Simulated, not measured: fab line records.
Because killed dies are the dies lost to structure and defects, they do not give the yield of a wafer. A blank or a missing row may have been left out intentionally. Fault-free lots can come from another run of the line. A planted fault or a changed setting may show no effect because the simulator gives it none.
A lot that was struck, set against a sound lot | flow n5-finfet | 37 out of 1938 route steps
Sound: these wafers, L453.1, L453.3, L453.4. Struck: wafer L456.6 (L456.2, L456.5, from the same lot, were not struck and are left out); the cause is given at the end.
At each step with rows: each side's tool, then ch and its chambers, then its first start. Under that, the readings that differ: sound wafers | struck wafers | difference of the means | sigmas: that difference in standard deviations of wafers without a fault.
alike: readings whose means differ by less than 2 such deviations, and words and numbers that are the same on both sides. not compared: withheld readings, readings that some wafer has no value for, bounds like >300 that may hide the same value, and numbers for which the record gives no deviation and whose values overlap.
The two part at a step that has a row with sigmas, a row that says differs or no value, or rows on one side only. When numbers do not overlap yet have no deviation, they are printed without sigmas and do not part them. A reading that every wafer of one side lacks parts them only if that side has two wafers or more.

first, 8 steps without rows for these wafers: N5_MOL_CONTACT_COAG_PRECLEAN_138 (cleans in alkaline clean, time 60 s); N5_MOL_CONTACT_COAG_SRD_139 (time 30 s); N5_MOL_CONTACT_COAG_PRE_CLEAN_121; N5_MOL_CONTACT_COAG_CVD_140 (deposits W, target thk 66.5 nm, time 215 s); N5_MOL_CONTACT_COAG_PRECLEAN_127 (cleans in DIW, time 57.5 s); N5_MOL_CONTACT_COAG_SRD_128 (dry time 32 s); N5_MOL_CONTACT_COAG_CMP_52 (polishes, stops on SiO2, t overpolish 1.5 s, target thk 66.5 nm); N5_MOL_CONTACT_COAG_ANNEAL_112 (time 1800 s).
N5_BEOL_M0_SAQP_PECVD_00: deposits SiCN from 3MS/NH3, target thk 8 nm, time 14 s.
  sound on pecvd-01 ch 0,1, day 7 06:52; struck on pecvd-01 ch 0, day 8 03:59
  reading                                         | sound   | struck | difference | sigmas
  model.SiCN_of_BEOL_M0_SAQP_PECVD_00.thk-nm (nm) | 8 7.8 8 | 9.2    | +1.3       |
  alike: showerhead-plenum-p-Torr, throttle-valve-pct
  not compared: since-wet-clean-h
then, 25 steps without rows for these wafers: N5_BEOL_M0_SAQP_ILD_DEP_01 (deposits SiOC from DEMS/O2, target thk 45.419 nm, time 8.7 s); N5_BEOL_M0_SAQP_HM_DEP_02 (deposits TiN, target thk 12 nm); N5_BEOL_M0_SAQP_PECVD_03 (deposits SiCN from 3MS/NH3, target thk 12 nm, time 21.1 s); N5_BEOL_M0_SAQP_PECVD_96 (deposits a-Si from SiH4/He, target thk 45 nm, time 45.2 s); N5_BEOL_M0_SAQP_PECVD_97 (deposits SiNx from SiH4/NH3/N2, target thk 23 nm, time 19.9 s); N5_BEOL_M0_SAQP_PECVD_04 (deposits a-Si from SiH4/He, target thk 60 nm, time 60.2 s); N5_BEOL_M0_SAQP_HM_DEP_111 (deposits SiO2 from SiH4/N2O, target thk 12 nm, time 7.2 s); N5_BEOL_M0_SAQP_COAT_81 (time 60 s, resist thk 100 nm); N5_BEOL_M0_SAQP_COAT_82 (time 60 s, resist thk 30 nm); N5_BEOL_M0_SAQP_COAT_08 (resist thk 90 nm); N5_BEOL_M0_SAQP_EBR_10; N5_BEOL_M0_SAQP_SOFTBAKE_09 (time 60 s); N5_BEOL_M0_SAQP_EXPOSE_11 (exposes mask M0 CORE, target cd 42 nm); N5_BEOL_M0_SAQP_PEB_12 (peb time 60 s); N5_BEOL_M0_SAQP_DEVELOP_13 (develop time 30 s); N5_BEOL_M0_SAQP_DESCUM_19 (chemistry O2, time 7.9 s); N5_BEOL_M0_SAQP_ETCH_83 (etches SiARC in CF4, target depth 39 nm, time 65 s); N5_BEOL_M0_SAQP_ETCH_84 (etches SOC in N2/H2, target depth 100 nm, overetch 20 nm, time 150 s); N5_BEOL_M0_SAQP_STRIP_80 (strips in N2/H2); N5_BEOL_M0_SAQP_HM_OPEN_112 (chemistry CHF3/O2, target SiO2, stops on a-Si, target depth 12 nm, time 13.5 s); N5_BEOL_M0_SAQP_STRIP_113 (strips in CHF3/O2); N5_BEOL_M0_SAQP_MANDREL_ETCH_20 (etches a-Si in HBr/Cl2, stops on SiNx, target depth 60 nm, bt time 10 s, time 30 s); N5_BEOL_M0_SAQP_STRIP_86 (strips in N2/H2); N5_BEOL_M0_SAQP_STRIP_115 (strips in post etch residue remover, time 60 s); N5_BEOL_M0_SAQP_SRD_93 (time 30 s).
N5_BEOL_M0_ETCH_109: etches SiCN in CH3F/O2, target depth 8 nm, overetch 2.4 nm, time 27.4 s.
  sound on rie-diel-02 ch 1,2,3, day 7 22:01; struck on rie-diel-04 ch 3, day 8 12:03
  reading                  | sound             | struck | difference | sigmas
  oes-product-au (a.u.)    | 0.63 0.58 0.62    | 0.77   | +0.16      | +2
  model.etch.depth-nm (nm) | 7.937 7.834 8.065 | 9.285  | +1.340     |
  alike: O2_flow_sccm, drypump-motor-current-A, rf-vpp-V, showerhead-plenum-p-Torr, throttle-valve-pct
  not compared: rf-hours-counter-h
-- here the record skips 2 days between the struck wafers' starts before and after, leaving off in module BEOL_M0 and picking up in module BEOL_M4 (first step shown: number 1111 of the route) --
N5_BEOL_M4_RC_MEAS_101:
  sound on prober-01 ch 0, day 9 16:58; struck on prober-01 ch 0, day 10 21:40
  alike: DIBL_N, DIBL_P, IOFF_N, IOFF_P, ION_N, ION_P, SS_N, SS_P, VT_N, VT_P
N5_PASSIVATION_PROBE_49:
  the record has rows for the sound wafers here (prober-01, day 14 03:14) and none for the struck ones

== WHERE THEY PART ==
Earliest at N5_BEOL_M0_ETCH_109; latest, in this record, at N5_PASSIVATION_PROBE_49.

WHY: what the simulator had put in
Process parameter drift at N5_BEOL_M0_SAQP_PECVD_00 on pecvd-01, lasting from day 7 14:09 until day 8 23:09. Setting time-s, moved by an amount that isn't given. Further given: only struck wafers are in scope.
